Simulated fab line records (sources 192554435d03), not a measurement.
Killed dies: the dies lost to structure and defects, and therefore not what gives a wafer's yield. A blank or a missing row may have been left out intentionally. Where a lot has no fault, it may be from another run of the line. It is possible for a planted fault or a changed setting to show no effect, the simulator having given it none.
Lot-split experiment / flow n5Finfet / route with 1938 steps; 7 lots, 21 wafers read

== ABOUT THE SPLIT ==
At N5_FIN_SAQP_HM_DEP_03 (deposits SiNx from SiH4/NH3/N2, target thk 38 nm, time 33.6 s), the setting timeS was moved away from the recipe's 33.6 s on 8 of the 21 wafers read, by -14.6% to +7.3%. The other wafers ran this setting at the recipe's value.

== FROM THE SPLIT TO THE READING: what the file shows between them, 16 steps ==
- N5_FIN_SAQP_THK_MEAS_05
- N5_FIN_SAQP_PECVD_47: deposits a-Si from SiH4/He, target thk 45 nm, time 36.3 s (also split here: timeS)
- N5_FIN_SAQP_PECVD_48: deposits SiNx from SiH4/NH3/N2, target thk 25 nm, time 22.1 s
- N5_FIN_SAQP_PECVD_06: deposits a-Si from SiH4/He, target thk 60 nm, time 48.1 s
- N5_FIN_SAQP_ETCH_57: etches SiNx in CH3F/O2, target depth 32.5 nm, time 46.4 s
- N5_FIN_SAQP_ETCH_65: etches SiO2 in CF4, target depth 4 nm, time 4.4 s
- N5_FIN_SAQP_MANDREL_ETCH_58: etches a-Si in HBr/Cl2, stops on SiNx, target depth 45 nm, bt time 10 s, time 27 s
- N5_FIN_SAQP_RECESS_63: chemistry HF/NH3, target SiO2, target depth 18 nm, afs cycles 3, sublimation time 60 s
- N5_FIN_SAQP_COAT_68: time 60 s, resist thk 100 nm
- N5_FIN_SAQP_MANDREL2_REMOVE_60: chemistry HBr/Cl2/O2, target a-Si, stops on SiNx, bt time 10 s
- N5_FIN_SAQP_HM_OPEN_33: chemistry CH3F/O2, target SiNx, target depth 49.4 nm, time 70.6 s
- N5_FIN_SAQP_ETCH_34: etches SiO2 in C4F6/O2, target depth 45 nm, time 15 s
- N5_FIN_SAQP_STRIP_77: strips in N2/H2, time 90 s
- N5_FIN_SAQP_ETCH_64: etches SiO2 in CF4, target depth 1.5 nm
- N5_FIN_SAQP_FIN_ETCH_36: etches the open film in HBr/Cl2/O2, target depth 120 nm, time 50.4 s
- N5_FIN_SAQP_PRECLEAN_38: cleans in O3/DIW, time 45 s

== THE READING ==
SiNx_of_FIN_SAQP_HM_DEP_03.thkNm (the simulator's own value, which no gauge read), in nm, at N5_FIN_SAQP_PRECLEAN_45 (cleans in dHF, time 10 s). The file does not state a usual value for it. Average 20.9 nm, standard deviation 0.78 nm, over the 13 wafers here run with the recipe.

wafer=L074.1; tool, chamber at the split=pecvd-04, 2; timeS as run, s=33.6; against the recipe=recipe; SiNx_of_FIN_SAQP_HM_DEP_03.thkNm, nm=21; against lot-mates on the recipe=-
wafer=L074.4; tool, chamber at the split=pecvd-04, 1; timeS as run, s=33.6; against the recipe=recipe; SiNx_of_FIN_SAQP_HM_DEP_03.thkNm, nm=21.6; against lot-mates on the recipe=-
wafer=L074.5; tool, chamber at the split=pecvd-04, 2; timeS as run, s=33.6; against the recipe=recipe; SiNx_of_FIN_SAQP_HM_DEP_03.thkNm, nm=21.4; against lot-mates on the recipe=-
wafer=L076.1; tool, chamber at the split=pecvd-01, 0; timeS as run, s=33.6; against the recipe=recipe; SiNx_of_FIN_SAQP_HM_DEP_03.thkNm, nm=21.6; against lot-mates on the recipe=-
wafer=L076.3; tool, chamber at the split=pecvd-01, 1; timeS as run, s=33.6; against the recipe=recipe; SiNx_of_FIN_SAQP_HM_DEP_03.thkNm, nm=21.6; against lot-mates on the recipe=-
wafer=L076.2; tool, chamber at the split=pecvd-01, 2; timeS as run, s=33.6; against the recipe=recipe; SiNx_of_FIN_SAQP_HM_DEP_03.thkNm, nm=20.8; against lot-mates on the recipe=-
wafer=L077.1; tool, chamber at the split=pecvd-04, 0; timeS as run, s=33.6; against the recipe=recipe; SiNx_of_FIN_SAQP_HM_DEP_03.thkNm, nm=20.6; against lot-mates on the recipe=-
wafer=L077.3; tool, chamber at the split=pecvd-04, 2; timeS as run, s=31.4; against the recipe=-6.5%; SiNx_of_FIN_SAQP_HM_DEP_03.thkNm, nm=18.4; against lot-mates on the recipe=-2.2
wafer=L077.6; tool, chamber at the split=pecvd-04, 2; timeS as run, s=31.4; against the recipe=-6.5%; SiNx_of_FIN_SAQP_HM_DEP_03.thkNm, nm=19.4; against lot-mates on the recipe=-1.2
wafer=L078.2; tool, chamber at the split=pecvd-01, 2; timeS as run, s=33.6; against the recipe=recipe; SiNx_of_FIN_SAQP_HM_DEP_03.thkNm, nm=19.4; against lot-mates on the recipe=-
wafer=L078.3; tool, chamber at the split=pecvd-01, 0; timeS as run, s=33.6; against the recipe=recipe; SiNx_of_FIN_SAQP_HM_DEP_03.thkNm, nm=20.4; against lot-mates on the recipe=-
wafer=L078.6; tool, chamber at the split=pecvd-01, 2; timeS as run, s=31.17; against the recipe=-7.2%; SiNx_of_FIN_SAQP_HM_DEP_03.thkNm, nm=17.2; against lot-mates on the recipe=-2.7
wafer=L081.1; tool, chamber at the split=pecvd-01, 0; timeS as run, s=28.71; against the recipe=-14.6%; SiNx_of_FIN_SAQP_HM_DEP_03.thkNm, nm=16; against lot-mates on the recipe=-3.2
wafer=L081.3; tool, chamber at the split=pecvd-01, 2; timeS as run, s=33.6; against the recipe=recipe; SiNx_of_FIN_SAQP_HM_DEP_03.thkNm, nm=19.2; against lot-mates on the recipe=-
wafer=L081.4; tool, chamber at the split=pecvd-01, 2; timeS as run, s=28.71; against the recipe=-14.6%; SiNx_of_FIN_SAQP_HM_DEP_03.thkNm, nm=15.6; against lot-mates on the recipe=-3.6
wafer=L085.1; tool, chamber at the split=pecvd-01, 1; timeS as run, s=33.6; against the recipe=recipe; SiNx_of_FIN_SAQP_HM_DEP_03.thkNm, nm=20.8; against lot-mates on the recipe=-
wafer=L085.4; tool, chamber at the split=pecvd-01, 0; timeS as run, s=33.6; against the recipe=recipe; SiNx_of_FIN_SAQP_HM_DEP_03.thkNm, nm=21.6; against lot-mates on the recipe=-
wafer=L085.5; tool, chamber at the split=pecvd-01, 1; timeS as run, s=33.6; against the recipe=recipe; SiNx_of_FIN_SAQP_HM_DEP_03.thkNm, nm=21.4; against lot-mates on the recipe=-
wafer=L088.1; tool, chamber at the split=pecvd-04, 2; timeS as run, s=36.05; against the recipe=+7.3%; SiNx_of_FIN_SAQP_HM_DEP_03.thkNm, nm=24.6; against lot-mates on the recipe=no lot-mate on the recipe
wafer=L088.2; tool, chamber at the split=pecvd-04, 1; timeS as run, s=36.05; against the recipe=+7.3%; SiNx_of_FIN_SAQP_HM_DEP_03.thkNm, nm=23.8; against lot-mates on the recipe=no lot-mate on the recipe
wafer=L088.3; tool, chamber at the split=pecvd-04, 0; timeS as run, s=36.05; against the recipe=+7.3%; SiNx_of_FIN_SAQP_HM_DEP_03.thkNm, nm=23.6; against lot-mates on the recipe=no lot-mate on the recipe

THE FIT
A straight line over all 21 wafers: SiNx_of_FIN_SAQP_HM_DEP_03.thkNm changes by +0.376 nm for each +1% of timeS; r = +0.95; the points scatter about the line by 0.76 nm.
The same after taking each lot's own level away (the mean of its wafers on the recipe; 18 wafers): +0.247 nm for each +1%; r = +0.95; scatter 0.43 nm.
According to that fit, moving timeS by its largest amount changes the reading by 3.6 nm.
The span of the lots' own levels, 19.20 to 21.33 nm, comes to 2.7 times the standard deviation stated above.
In other words, the slope is changed by the lot-to-lot level; the two fits disagree.
Check: for one of the wafers moved furthest among these (-14.6%), held out of the fit, the line's prediction against its lot-mates is -3.91 nm. Against them it came out at -3.2 nm.

== THESE WAFERS: OTHER SPLITS ==
Note: prior to the reading, these wafers also went through further splits. Each is held against what the fit with the lots' levels taken away leaves over:
other split on the same wafers=N5_ZERO_LAYER_PECVD_02 timeS; wafers away from the commonest value=8; r with SiNx_of_FIN_SAQP_HM_DEP_03.thkNm (lot level and that fit taken away)=+0.02
other split on the same wafers=N5_ZERO_LAYER_COAT_05 spinRpm; wafers away from the commonest value=5; r with SiNx_of_FIN_SAQP_HM_DEP_03.thkNm (lot level and that fit taken away)=+0.35
other split on the same wafers=N5_WELL_APT_EXPOSE_22 doseMj; wafers away from the commonest value=5; r with SiNx_of_FIN_SAQP_HM_DEP_03.thkNm (lot level and that fit taken away)=+0.51
other split on the same wafers=N5_WELL_APT_PEB_23 pebTempC; wafers away from the commonest value=11; r with SiNx_of_FIN_SAQP_HM_DEP_03.thkNm (lot level and that fit taken away)=+0.01
other split on the same wafers=N5_FIN_SAQP_PECVD_47 timeS; wafers away from the commonest value=5; r with SiNx_of_FIN_SAQP_HM_DEP_03.thkNm (lot level and that fit taken away)=+0.07

== THE WHOLE CHAIN: every reading that the file lists as answering this split, in the file's order ==
step=N5_FIN_SAQP_HM_DEP_03; what it does=deposits SiNx from SiH4/NH3/N2, target thk 38 nm, time 33.6 s; reading=SiNx_of_FIN_SAQP_HM_DEP_03.thkNm (the simulator's own value, which no gauge read); change (the file's fit)=+0.326 nm for each +1% of the setting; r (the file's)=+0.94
step=N5_FIN_SAQP_THK_MEAS_05; what it does=; reading=thkNm; change (the file's fit)=withheld for each +1% of the setting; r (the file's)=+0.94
step=N5_FIN_SAQP_HM_OPEN_33; what it does=chemistry CH3F/O2, target SiNx, target depth 49.4 nm, time 70.6 s; reading=etch.depthNm (the simulator's own value, which no gauge read); change (the file's fit)=+0.326 nm for each +1% of the setting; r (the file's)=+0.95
step=N5_FIN_SAQP_ETCH_64; what it does=etches SiO2 in CF4, target depth 1.5 nm; reading=SiNx_of_FIN_SAQP_HM_DEP_03.thkNm (the simulator's own value, which no gauge read); change (the file's fit)=+0.317 nm for each +1% of the setting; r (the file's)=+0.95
step=N5_FIN_SAQP_FIN_ETCH_36; what it does=etches the open film in HBr/Cl2/O2, target depth 120 nm, time 50.4 s; reading=SiNx_of_FIN_SAQP_HM_DEP_03.thkNm (the simulator's own value, which no gauge read); change (the file's fit)=+0.275 nm for each +1% of the setting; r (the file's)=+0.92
step=N5_FIN_SAQP_PRECLEAN_45; what it does=cleans in dHF, time 10 s; reading=SiNx_of_FIN_SAQP_HM_DEP_03.thkNm (the simulator's own value, which no gauge read); change (the file's fit)=+0.261 nm for each +1% of the setting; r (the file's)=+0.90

== THE FILE'S OWN FIT ==
SiNx_of_FIN_SAQP_HM_DEP_03.thkNm changes by +0.261 nm for each +1% of timeS, r = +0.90.
